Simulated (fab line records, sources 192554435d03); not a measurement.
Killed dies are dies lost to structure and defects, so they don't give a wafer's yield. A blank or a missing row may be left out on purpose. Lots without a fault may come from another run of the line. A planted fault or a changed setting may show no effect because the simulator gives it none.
Chamber matching | flow n5_finfet | N5_HKMG_FIN_ETCH_55 on rie_diel-03: 4 sister chambers
The step etches SOC in N2/H2, target depth 240 nm, time 300 s. 20 wafers are shown with their chamber, then 10 later ones without.

WAFERS WITH THEIR CHAMBER
wafer  | chamber | showerhead_plenum_p_Torr (Torr) | throttle_valve_pct (%) | drypump_motor_current_A (A)
L075.1 | 3       | 2.52                            | 17.46                  | 6.5
L075.3 | 0       | 2.41                            | 17.82                  | 5.7
L075.6 | 1       | 2.73                            | 17.92                  | 5.5
L076.2 | 2       | 2.44                            | 18.10                  | 5.7
L076.3 | 0       | 2.40                            | 17.83                  | 5.6
L076.5 | 3       | 2.52                            | 17.46                  | 6.4
L078.1 | 3       | 2.52                            | 17.46                  | 6.4
L078.4 | 0       | 2.40                            | 17.83                  | 5.6
L078.6 | 0       | 2.40                            | 17.83                  | 5.6
L085.2 | 3       | 2.51                            | 17.48                  | 6.4
L085.4 | 1       | 2.72                            | 17.96                  | 5.5
L085.6 | 3       | 2.51                            | 17.49                  | 6.4
L086.2 | 2       | 2.43                            | 18.13                  | 5.6
L086.4 | 2       | 2.43                            | 18.14                  | 5.6
L086.5 | 1       | 2.72                            | 17.96                  | 5.5
L088.1 | 2       | 2.43                            | 18.17                  | 5.7
L088.2 | 3       | 2.51                            | 17.51                  | 6.4
L088.5 | 2       | 2.43                            | 18.14                  | 5.7
L089.1 | 2       | 2.42                            | 18.15                  | 5.7
L089.2 | 3       | 2.51                            | 17.51                  | 6.4

SIGNATURES (means of the wafers above)
reading                  | chamber 0 | chamber 1 | chamber 2 | chamber 3 | scatter within a chamber
showerhead_plenum_p_Torr | 2.4025    | 2.7233    | 2.4300    | 2.5143    | 0.00566
throttle_valve_pct       | 17.8275   | 17.9467   | 18.1383   | 17.4814   | 0.0208
drypump_motor_current_A  | 5.625     | 5.500     | 5.667     | 6.414     | 0.0429
Rule: a wafer's distance from a chamber is the root of the sum, over the readings, of the square of ((its reading less the chamber's mean) divided by the reading's scatter). The wafer belongs to the nearest chamber; if the next one is less than 2 further off, it can't be placed. The scatter: the root of (the sum of the squares of (reading less its chamber's mean) over the shown wafers, divided by (wafers less chambers)).

WAFERS WITHOUT THEIR CHAMBER
wafer  | showerhead_plenum_p_Torr (Torr) | throttle_valve_pct (%) | drypump_motor_current_A (A)
L089.4 | 2.42                            | 18.16                  | 5.7
L090.1 | 2.72                            | 17.99                  | 5.4
L090.4 | 2.51                            | 17.49                  | 6.4
L090.6 | 2.72                            | 17.98                  | 5.5
L094.3 | 2.72                            | 17.51                  | 5.7
L094.4 | 2.71                            | 18.00                  | 5.4
L094.5 | 2.42                            | 18.15                  | 5.7
L096.1 | 2.71                            | 17.51                  | 5.7
L096.3 | 2.50                            | 17.54                  | 6.4
L096.4 | 2.50                            | 17.54                  | 6.4

WHICH CHAMBER EACH WENT THROUGH
wafer  | from the rows above | in truth
L089.4 | 2                   | 2
L090.1 | 1                   | 1
L090.4 | 3                   | 3
L090.6 | 1                   | 1
L094.3 | 1                   | 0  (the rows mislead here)
L094.4 | 1                   | 1
L094.5 | 2                   | 2
L096.1 | 1                   | 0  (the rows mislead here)
L096.3 | 3                   | 3
L096.4 | 3                   | 3
Placed correctly: 8 of 10. Can't be placed from these rows: 0. Placed wrongly: 2.
